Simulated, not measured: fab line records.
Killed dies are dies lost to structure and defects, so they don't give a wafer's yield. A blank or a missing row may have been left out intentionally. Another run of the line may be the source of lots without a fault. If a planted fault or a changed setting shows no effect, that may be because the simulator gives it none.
Matching of chambers    flow nand_harc    pecvd-04 running NHARC_A_CONTACT_DEP_85: 3 sister chambers
The step deposits SiON, target thk 60 nm. 6 wafers are shown with their chamber, then 8 later ones without.

## WAFERS WITH THEIR CHAMBER
wafer   chamber  heater_power_w (W)
L075.1  2        627
L075.2  0        842
L085.1  0        724
L085.3  1        540
L085.6  1        549
L087.1  2        671

## WAFERS WHOSE CHAMBER IS MISSING
wafer   heater_power_w (W)
L087.4  628
L087.6  730
L089.1  748
L089.4  770
L089.5  586
L094.1  680
L094.4  692
L094.5  561

## WHICH CHAMBER EACH WENT THROUGH
wafer    from the rows above       in truth
L087.4   can't be placed: 2 or 1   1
L087.6   can't be placed: 0 or 2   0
L089.1   can't be placed: 0 or 2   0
L089.4   0                         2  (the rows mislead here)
L089.5   can't be placed: 1 or 2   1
L094.1   can't be placed: 2 or 0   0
L094.4   can't be placed: 2 or 0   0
L094.5   can't be placed: 1 or 2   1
Placed correctly: 0 of 8. Not placeable from these rows: 7 (in 7, the candidates include the true chamber). Placed wrongly: 1.
How it was worked out, from the rows above alone: a wafer's distance from a chamber is the root of the sum, over the readings, of the square of ((its reading less the chamber's mean) divided by the reading's scatter). The wafer belongs to the nearest chamber; if the next one is less than 2 further off, it can't be placed. Each chamber's mean is taken over the wafers shown for it. How the scatter is found: for the shown wafers, subtract from each reading the mean of its chamber, square and add these, divide the total by (wafers less chambers), then take the root.
